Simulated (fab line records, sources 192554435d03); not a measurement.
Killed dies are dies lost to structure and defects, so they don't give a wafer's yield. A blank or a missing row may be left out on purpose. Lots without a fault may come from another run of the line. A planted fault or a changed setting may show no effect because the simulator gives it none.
Split-lot experiment | flow n5_finfet | 7 lots, 21 wafers read, on a route of 1938 steps

THE SPLIT
At N5_BEOL_M1_EXPOSE_08 (exposes mask M1), the setting dose_mj was moved away from the recipe's 33 on 7 of the 21 wafers read, by -5.8% to +6.6%. The other wafers ran this setting at the recipe's value.

FROM THE SPLIT TO THE READING: what the file shows between them, 2 steps
- N5_BEOL_M1_PEB_09: peb time 60 s
- N5_BEOL_M1_DEVELOP_10: develop time 30 s

THE READING
cd_nm, in nm, at N5_BEOL_M1_CD_MEAS_11 (target cd 17.05 nm). Fault-free wafers of this fab line usually give 17.09 nm, standard deviation 0.27 nm.

wafer  | tool, chamber at the split | dose_mj as run | against the recipe | cd_nm, nm | against lot-mates on the recipe
L078.3 | euv_scanner-02, 0          | 35.18          | +6.6%              | 18.27     | +1.45
L078.4 | euv_scanner-02, 0          | 33             | recipe             | 16.82     | -
L078.5 | euv_scanner-02, 0          | 35.18          | +6.6%              | 18.04     | +1.22
L081.2 | euv_scanner-01, 0          | 33.74          | +2.2%              | 17.68     | +0.26
L081.3 | euv_scanner-01, 0          | 33             | recipe             | 17.42     | -
L081.4 | euv_scanner-01, 0          | 33.74          | +2.2%              | 17.91     | +0.49
L083.2 | euv_scanner-01, 0          | 33             | recipe             | 17.47     | -
L083.3 | euv_scanner-01, 0          | 33             | recipe             | 16.94     | -
L083.5 | euv_scanner-01, 0          | 31.08          | -5.8%              | 15.76     | -1.44
L087.3 | euv_scanner-02, 0          | 33             | recipe             | 16.45     | -
L087.4 | euv_scanner-02, 0          | 34.65          | +5.0%              | 17.86     | +1.18
L087.5 | euv_scanner-02, 0          | 33             | recipe             | 16.91     | -
L092.1 | euv_scanner-01, 0          | 31.98          | -3.1%              | 16.36     | -0.61
L092.3 | euv_scanner-01, 0          | 33             | recipe             | 17.22     | -
L092.4 | euv_scanner-01, 0          | 33             | recipe             | 16.72     | -
L096.2 | euv_scanner-02, 0          | 33             | recipe             | 17.30     | -
L096.5 | euv_scanner-02, 0          | 33             | recipe             | 17.30     | -
L096.6 | euv_scanner-02, 0          | 33             | recipe             | 17.20     | -
L097.1 | euv_scanner-02, 0          | 33             | recipe             | 16.87     | -
L097.2 | euv_scanner-02, 0          | 33             | recipe             | 17.13     | -
L097.6 | euv_scanner-02, 0          | 33             | recipe             | 17.19     | -

THE FIT
A straight line over all 21 wafers: cd_nm changes by +0.19 nm for each +1% of dose_mj; r = +0.89; the points scatter about the line by 0.28 nm.
The same after taking each lot's own level away (the mean of its wafers on the recipe; 21 wafers): +0.216 nm for each +1%; r = +0.96; scatter 0.17 nm.
On that fit, the largest move of dose_mj shifts the reading by 1.4 nm.
The lots' own levels span 16.680 to 17.420 nm, that is 2.7 times the standard deviation above.
So the lot-to-lot level changes the slope: the two fits differ.
Check: with one of the wafers moved furthest among these (+6.6%) left out of the fit, the line predicts +1.39 nm for it against its lot-mates. It came out at +1.45 nm against them.

THE WHOLE CHAIN: every reading that the file lists as answering this split, in the file's order
step                  | what it does                                                          | reading                                                               | change (the file's fit)               | r (the file's)
N5_BEOL_M1_CD_MEAS_11 | target cd 17.05 nm                                                    | cd_nm                                                                 | +0.221 nm for each +1% of the setting | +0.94
N5_BEOL_M1_ETCH_74    | etches underlayer in N2/H2, target depth 6.5 nm, time 5.2 s           | BEOL_M1.cd_offset_nm (the simulator's own value, which no gauge read) | +0.241 nm for each +1% of the setting | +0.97
N5_BEOL_M1_ETCH_63    | etches SiARC in CF4, target depth 15.6 nm, time 26 s                  | BEOL_M1.cd_offset_nm (the simulator's own value, which no gauge read) | +0.231 nm for each +1% of the setting | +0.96
N5_BEOL_M1_ETCH_64    | etches SOC in N2/H2, target depth 75 nm, overetch 15 nm, time 112.5 s | BEOL_M1.cd_offset_nm (the simulator's own value, which no gauge read) | +0.214 nm for each +1% of the setting | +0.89

THE FILE'S OWN FIT
cd_nm changes by +0.221 nm for each +1% of dose_mj, r = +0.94.
